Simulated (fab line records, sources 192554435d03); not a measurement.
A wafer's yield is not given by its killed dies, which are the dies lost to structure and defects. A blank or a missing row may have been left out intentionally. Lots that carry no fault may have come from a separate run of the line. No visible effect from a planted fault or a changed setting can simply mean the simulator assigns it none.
The tool behind it: which one? :: flow n5Finfet :: Sampling: 10 lots, 30 wafers, 5 of 1938 route steps

WHAT THE GAUGES SHOWED, per wafer
N5_DUMMY_GATE_THK_MEAS_05. Usual: thkNm reads 72.0 nm (standard deviation 0.96).
lot: L316
measured: day 2 21:52
on: filmMetro-01
thkNm (nm): 70.4 72.1 71.7
flag: 

lot: L319
measured: day 3 13:11
on: filmMetro-01
thkNm (nm): 70.8 70.8 71.1
flag: 

lot: L321
measured: day 4 01:10
on: filmMetro-01
thkNm (nm): 72.6 72.4 72.2
flag: 

lot: L327
measured: day 5 10:59
on: filmMetro-01
thkNm (nm): 71.9 71.9 72.7
flag: 

lot: L328
measured: day 5 22:38
on: filmMetro-01
thkNm (nm): 72.5 71.9 72.6
flag: 

lot: L329
measured: day 6 01:01
on: filmMetro-02
thkNm (nm): 73.2 72.2 72.9
flag: 

lot: L330
measured: day 6 07:20
on: filmMetro-01
thkNm (nm): 71.4 71.7 71.3
flag: 

lot: L337
measured: day 8 01:12
on: filmMetro-02
thkNm (nm): 72.4 72.8 72.8
flag: 

lot: L338
measured: day 8 12:04
on: filmMetro-02
thkNm (nm): 72.8 73.7 71.4
flag: 

lot: L339
measured: day 8 16:42
on: filmMetro-02
thkNm (nm): 71.5 72.3 71.7
flag: 

N5_BEOL_M4_RC_MEAS_101. Usual: DIBL_N 36.2 mV/V, standard deviation 1.2; DIBL_P 36.3 mV/V, standard deviation 1.3; IOFF_N 0.155 nA/um, standard deviation 0.019; IOFF_P 0.210 nA/um, standard deviation 0.029; ION_N 677 uA/um, standard deviation 8.6; ION_P 465 uA/um, standard deviation 6.8; SS_N 71.4 mV/dec, standard deviation 0.48; SS_P 73.2 mV/dec, standard deviation 0.53; VT_N 249.9 mV, standard deviation 2.4; VT_P -250 mV, standard deviation 3.2.
lot: L316
measured: day 7 14:26
on: prober-02
DIBL_N (mV/V): 36.5 36.3 37.5
DIBL_P (mV/V): 36.8 36.4 37.9
IOFF_N (nA/um): 0.157 0.153 0.178
IOFF_P (nA/um): 0.199 0.198 0.220
ION_N (uA/um): 672 673 685
ION_P (uA/um): 464 459 469
SS_N (mV/dec): 71.7 71.1 71.9
SS_P (mV/dec): 72.9 73.6 72.6
VT_N (mV): 250.5 251.6 249.3
VT_P (mV): -252 -250 -250
flag: 

lot: L319
measured: day 8 20:08
on: prober-01
DIBL_N (mV/V): 34.5 34.6 34.0
DIBL_P (mV/V): 35.1 34.9 34.1
IOFF_N (nA/um): 0.138 0.140 0.121
IOFF_P (nA/um): 0.196 0.194 0.177
ION_N (uA/um): 682 670 664
ION_P (uA/um): 470 465 456
SS_N (mV/dec): 70.4 70.7 70.3
SS_P (mV/dec): 73.4 72.7 72.9
VT_N (mV): 250.0 251.1 253.0
VT_P (mV): -249 -251 -254
flag: 

lot: L321
measured: day 9 14:22
on: prober-02
DIBL_N (mV/V): 37.6 37.2 36.1
DIBL_P (mV/V): 37.0 36.6 35.7
IOFF_N (nA/um): 0.164 0.149 0.144
IOFF_P (nA/um): 0.198 0.181 0.183
ION_N (uA/um): 679 673 674
ION_P (uA/um): 458 457 465
SS_N (mV/dec): 71.6 71.4 71.0
SS_P (mV/dec): 73.7 74.1 73.3
VT_N (mV): 248.7 252.1 251.6
VT_P (mV): -252 -253 -251
flag: 

lot: L327
measured: day 11 13:34
on: prober-01
DIBL_N (mV/V): 35.5 37.7 35.9
DIBL_P (mV/V): 35.8 37.8 35.3
IOFF_N (nA/um): 0.165 0.204 0.152
IOFF_P (nA/um): 0.222 0.267 0.218
ION_N (uA/um): 687 678 678
ION_P (uA/um): 467 470 469
SS_N (mV/dec): 71.0 71.8 71.9
SS_P (mV/dec): 73.1 73.8 73.3
VT_N (mV): 245.4 246.3 252.4
VT_P (mV): -249 -248 -250
flag: 

lot: L328
measured: day 11 21:41
on: prober-01
DIBL_N (mV/V): 35.9 34.9 37.9
DIBL_P (mV/V): 36.1 34.8 38.3
IOFF_N (nA/um): 0.138 0.127 0.181
IOFF_P (nA/um): 0.197 0.173 0.234
ION_N (uA/um): 662 664 681
ION_P (uA/um): 462 461 466
SS_N (mV/dec): 71.7 71.5 72.2
SS_P (mV/dec): 73.6 72.1 73.4
VT_N (mV): 251.8 252.5 248.7
VT_P (mV): -250 -252 -250
flag: 

lot: L329
measured: day 12 04:12
on: prober-01
DIBL_N (mV/V): 37.0 35.7 39.4
DIBL_P (mV/V): 35.5 34.1 38.0
IOFF_N (nA/um): 0.158 0.138 0.196
IOFF_P (nA/um): 0.207 0.196 0.252
ION_N (uA/um): 678 683 681
ION_P (uA/um): 463 472 469
SS_N (mV/dec): 71.4 71.5 71.9
SS_P (mV/dec): 73.4 72.2 73.3
VT_N (mV): 250.1 250.8 247.5
VT_P (mV): -250 -245 -245
flag: 

lot: L330
measured: day 12 09:59
on: prober-02
DIBL_N (mV/V): 35.4 34.9 35.6
DIBL_P (mV/V): 37.3 36.4 37.5
IOFF_N (nA/um): 0.158 0.147 0.172
IOFF_P (nA/um): 0.225 0.215 0.238
ION_N (uA/um): 674 675 680
ION_P (uA/um): 462 469 472
SS_N (mV/dec): 71.5 71.8 70.5
SS_P (mV/dec): 74.0 73.4 73.7
VT_N (mV): 251.2 249.0 248.5
VT_P (mV): -249 -249 -246
flag: 

lot: L337
measured: day 13 20:10
on: prober-02
DIBL_N (mV/V): 37.6 37.3 37.2
DIBL_P (mV/V): 36.5 37.1 36.3
IOFF_N (nA/um): 0.155 0.156 0.147
IOFF_P (nA/um): 0.207 0.218 0.203
ION_N (uA/um): 665 680 671
ION_P (uA/um): 457 465 467
SS_N (mV/dec): 71.7 71.6 71.3
SS_P (mV/dec): 72.6 72.3 73.1
VT_N (mV): 250.2 250.3 250.7
VT_P (mV): -250 -249 -249
flag: 

lot: L338
measured: day 14 17:31
on: prober-02
DIBL_N (mV/V): 36.7 36.6 37.7
DIBL_P (mV/V): 36.1 35.9 38.0
IOFF_N (nA/um): 0.170 0.166 0.184
IOFF_P (nA/um): 0.206 0.199 0.240
ION_N (uA/um): 676 676 690
ION_P (uA/um): 466 461 471
SS_N (mV/dec): 71.5 70.6 72.1
SS_P (mV/dec): 73.0 73.5 73.9
VT_N (mV): 247.0 250.3 245.6
VT_P (mV): -251 -252 -249
flag: 

lot: L339
measured: day 14 10:47
on: prober-02
DIBL_N (mV/V): 35.4 36.9 37.4
DIBL_P (mV/V): 33.4 35.5 36.0
IOFF_N (nA/um): 0.128 0.159 0.164
IOFF_P (nA/um): 0.159 0.188 0.199
ION_N (uA/um): 657 673 674
ION_P (uA/um): 451 459 458
SS_N (mV/dec): 70.9 71.7 71.9
SS_P (mV/dec): 72.4 72.8 73.6
VT_N (mV): 252.2 250.4 249.7
VT_P (mV): -254 -251 -252
flag: 

TOOL THAT RAN EACH LOT (tool first, then ch and the chambers of the sampled wafers, then the start)
lot: L316
N5_STI_FIN_REVEAL_STRIP_24: rieDiel-02 ch 0,1,3, day 2 12:49
N5_STI_FIN_REVEAL_RECESS_09: vaporEtch-02 ch 0,1, day 2 13:02
N5_DUMMY_GATE_COAT_34: lithoTrack-04 ch 0, day 3 01:53

lot: L319
N5_STI_FIN_REVEAL_STRIP_24: rieDiel-01 ch 0,1,2, day 3 06:01
N5_STI_FIN_REVEAL_RECESS_09: vaporEtch-02 ch 0,1, day 3 06:42
N5_DUMMY_GATE_COAT_34: lithoTrack-04 ch 0, day 3 17:13

lot: L321
N5_STI_FIN_REVEAL_STRIP_24: rieDiel-04 ch 0,2,3, day 3 16:09
N5_STI_FIN_REVEAL_RECESS_09: vaporEtch-01 ch 0,1, day 3 16:22
N5_DUMMY_GATE_COAT_34: lithoTrack-01 ch 0, day 4 05:12

lot: L327
N5_STI_FIN_REVEAL_STRIP_24: rieDiel-04 ch 0,1,2, day 5 03:31
N5_STI_FIN_REVEAL_RECESS_09: vaporEtch-01 ch 0,1, day 5 03:44
N5_DUMMY_GATE_COAT_34: lithoTrack-01 ch 0, day 5 15:02

lot: L328
N5_STI_FIN_REVEAL_STRIP_24: rieDiel-02 ch 0,1, day 5 14:37
N5_STI_FIN_REVEAL_RECESS_09: vaporEtch-01 ch 0,1, day 5 15:23
N5_DUMMY_GATE_COAT_34: lithoTrack-04 ch 0, day 6 02:40

lot: L329
N5_STI_FIN_REVEAL_STRIP_24: rieDiel-04 ch 0,3, day 5 17:42
N5_STI_FIN_REVEAL_RECESS_09: vaporEtch-01 ch 0,1, day 5 17:56
N5_DUMMY_GATE_COAT_34: lithoTrack-01 ch 0, day 6 05:03

lot: L330
N5_STI_FIN_REVEAL_STRIP_24: rieDiel-01 ch 1,2, day 5 23:59
N5_STI_FIN_REVEAL_RECESS_09: vaporEtch-02 ch 0,1, day 6 00:13
N5_DUMMY_GATE_COAT_34: lithoTrack-01 ch 0, day 6 11:41

lot: L337
N5_STI_FIN_REVEAL_STRIP_24: rieDiel-02 ch 0,3, day 7 17:30
N5_STI_FIN_REVEAL_RECESS_09: vaporEtch-02 ch 0,1, day 7 17:43
N5_DUMMY_GATE_COAT_34: lithoTrack-05 ch 0, day 8 05:14

lot: L338
N5_STI_FIN_REVEAL_STRIP_24: rieDiel-04 ch 2,3, day 8 04:41
N5_STI_FIN_REVEAL_RECESS_09: vaporEtch-02 ch 0,1, day 8 05:35
N5_DUMMY_GATE_COAT_34: lithoTrack-04 ch 0, day 8 16:05

lot: L339
N5_STI_FIN_REVEAL_STRIP_24: rieDiel-01 ch 1,2, day 8 08:11
N5_STI_FIN_REVEAL_RECESS_09: vaporEtch-02 ch 0, day 8 08:25
N5_DUMMY_GATE_COAT_34: lithoTrack-05 ch 0, day 8 20:44
- N5_STI_FIN_REVEAL_STRIP_24: strips in N2/H2, time 90 s.
- N5_STI_FIN_REVEAL_RECESS_09: chemistry HF/NH3, target SiO2, afs cycles 11, target depth 42.5 nm, sublimation time 60 s.
- N5_DUMMY_GATE_COAT_34: time 60 s, resist thk 60 nm.

WHAT THE TOOLS THEMSELVES READ (means of the sampled wafers that have a number; where no wafer has one, the mark that the record gives instead)
N5_STI_FIN_REVEAL_STRIP_24. Usual: drypumpMotorCurrentA 5.5 A, standard deviation 0.35; oesProductAu 0.83 a.u., standard deviation 0.096; rfVppV 45.5 V, standard deviation 0.83; showerheadPlenumPTorr 3.44 Torr, standard deviation 0.087; tempC 40.02 C, standard deviation 0.11; throttleValvePct 12.12 %, standard deviation 0.22.
lot: L316
tool: rieDiel-02
drypumpMotorCurrentA (A): 5.2
oesProductAu (a.u.): 0.80
rfVppV (V): 46.4
showerheadPlenumPTorr (Torr): 3.49
tempC (C): 40.08
throttleValvePct (%): 12.30
flag: 

lot: L319
tool: rieDiel-01
drypumpMotorCurrentA (A): 5.8
oesProductAu (a.u.): 0.89
rfVppV (V): 45.2
showerheadPlenumPTorr (Torr): 3.55
tempC (C): 40.08
throttleValvePct (%): 11.95
flag: 

lot: L321
tool: rieDiel-04
drypumpMotorCurrentA (A): 5.6
oesProductAu (a.u.): 0.86
rfVppV (V): 45.8
showerheadPlenumPTorr (Torr): 3.41
tempC (C): 40.03
throttleValvePct (%): 12.10
flag: 

lot: L327
tool: rieDiel-04
drypumpMotorCurrentA (A): 5.5
oesProductAu (a.u.): 0.87
rfVppV (V): 44.7
showerheadPlenumPTorr (Torr): 3.37
tempC (C): 40.02
throttleValvePct (%): 12.13
flag: 

lot: L328
tool: rieDiel-02
drypumpMotorCurrentA (A): 5.4
oesProductAu (a.u.): 0.76
rfVppV (V): 44.8
showerheadPlenumPTorr (Torr): 3.47
tempC (C): 40.11
throttleValvePct (%): 12.54
flag: 

lot: L329
tool: rieDiel-04
drypumpMotorCurrentA (A): 5.7
oesProductAu (a.u.): 0.78
rfVppV (V): 44.8
showerheadPlenumPTorr (Torr): 3.37
tempC (C): 40.10
throttleValvePct (%): 12.22
flag: 

lot: L330
tool: rieDiel-01
drypumpMotorCurrentA (A): 6.0
oesProductAu (a.u.): 0.77
rfVppV (V): 45.3
showerheadPlenumPTorr (Torr): 3.51
tempC (C): 39.95
throttleValvePct (%): 12.17
flag: 

lot: L337
tool: rieDiel-02
drypumpMotorCurrentA (A): 5.5
oesProductAu (a.u.): 0.71
rfVppV (V): 44.9
showerheadPlenumPTorr (Torr): 3.49
tempC (C): 40.10
throttleValvePct (%): 12.55
flag: 

lot: L338
tool: rieDiel-04
drypumpMotorCurrentA (A): 5.5
oesProductAu (a.u.): 0.85
rfVppV (V): 45.6
showerheadPlenumPTorr (Torr): 3.43
tempC (C): 39.93
throttleValvePct (%): 12.13
flag: 

lot: L339
tool: rieDiel-01
drypumpMotorCurrentA (A): 6.0
oesProductAu (a.u.): 0.75
rfVppV (V): 45.7
showerheadPlenumPTorr (Torr): 3.50
tempC (C): 39.96
throttleValvePct (%): 12.22
flag: 

N5_STI_FIN_REVEAL_RECESS_09. Usual: drypumpMotorCurrentA 5.77 A, standard deviation 0.19; tempC 30.00 C, standard deviation 0.12.
lot: L316
tool: vaporEtch-02
drypumpMotorCurrentA (A): 5.74
tempC (C): 30.05
flag: 

lot: L319
tool: vaporEtch-02
drypumpMotorCurrentA (A): 5.72
tempC (C): 30.09
flag: 

lot: L321
tool: vaporEtch-01
drypumpMotorCurrentA (A): 5.93
tempC (C): 29.97
flag: 

lot: L327
tool: vaporEtch-01
drypumpMotorCurrentA (A): 5.92
tempC (C): 29.97
flag: 

lot: L328
tool: vaporEtch-01
drypumpMotorCurrentA (A): 5.90
tempC (C): 29.98
flag: 

lot: L329
tool: vaporEtch-01
drypumpMotorCurrentA (A): 5.73
tempC (C): 30.07
flag: 

lot: L330
tool: vaporEtch-02
drypumpMotorCurrentA (A): 5.73
tempC (C): 30.04
flag: 

lot: L337
tool: vaporEtch-02
drypumpMotorCurrentA (A): 5.73
tempC (C): 29.99
flag: 

lot: L338
tool: vaporEtch-02
drypumpMotorCurrentA (A): 5.74
tempC (C): 30.02
flag: 

lot: L339
tool: vaporEtch-02
drypumpMotorCurrentA (A): 5.75
tempC (C): 29.91
flag: 

N5_DUMMY_GATE_COAT_34. Usual: chillPlateTempC 23.00 C, standard deviation 0.1; spinSpeedRpm 1499.8 rpm, standard deviation 1.2.
lot: L316
tool: lithoTrack-04
chillPlateTempC (C): 22.94
spinSpeedRpm (rpm): 1499.7
flag: 

lot: L319
tool: lithoTrack-04
chillPlateTempC (C): 23.01
spinSpeedRpm (rpm): 1498.8
flag: 

lot: L321
tool: lithoTrack-01
chillPlateTempC (C): 23.05
spinSpeedRpm (rpm): 1499.9
flag: 

lot: L327
tool: lithoTrack-01
chillPlateTempC (C): 22.91
spinSpeedRpm (rpm): 1500.1
flag: 

lot: L328
tool: lithoTrack-04
chillPlateTempC (C): 23.06
spinSpeedRpm (rpm): 1498.1
flag: 

lot: L329
tool: lithoTrack-01
chillPlateTempC (C): 23.08
spinSpeedRpm (rpm): 1543.5
flag: OFF

lot: L330
tool: lithoTrack-01
chillPlateTempC (C): 23.06
spinSpeedRpm (rpm): 1542.7
flag: OFF

lot: L337
tool: lithoTrack-05
chillPlateTempC (C): 22.81
spinSpeedRpm (rpm): 1499.5
flag: 

lot: L338
tool: lithoTrack-04
chillPlateTempC (C): 22.90
spinSpeedRpm (rpm): 1498.8
flag: 

lot: L339
tool: lithoTrack-05
chillPlateTempC (C): 23.05
spinSpeedRpm (rpm): 1499.2
flag: 

THE ANSWER, worked out from the rows above alone
Rule: take the mean of a lot's wafers that have a number; if it is more than 3 standard deviations from the usual mean, the lot is off. Also off: a lot with no number at a reading for which 4 or more lots have one. Any other lot the step has rows for is counted as sound. The gauges are gone through in route order, then the tools' own readings, and for those a lot's mean is taken as printed above. At the first step where some lot is off, the reading lying furthest off is the one used; lots without a number count as furthest.
Off, at N5_DUMMY_GATE_COAT_34 on spinSpeedRpm: L329, L330.
A tool fits if, at that step or a process step before it, it ran every lot that is off, and no sound lot after the first of them. One fits: N5_DUMMY_GATE_COAT_34 on lithoTrack-01. Its last sound lot is L327 (day 5 15:02), its first lot that is off L329 (day 6 05:03): a fault that began between those two fits.
On the lots that are off, the tool's own readings at N5_DUMMY_GATE_COAT_34 differ by more than 5 times the standard deviation of the sound lots' means, which bears it out; spinSpeedRpm reads 1543.1 rpm there versus 1499.3 rpm on the sound lots.

WHAT WAS PUT IN BY THE SIMULATOR
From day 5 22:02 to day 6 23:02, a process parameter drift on lithoTrack-01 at N5_DUMMY_GATE_COAT_34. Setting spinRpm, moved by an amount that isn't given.
Lots struck among those shown: L329, L330. The rule above found the same.
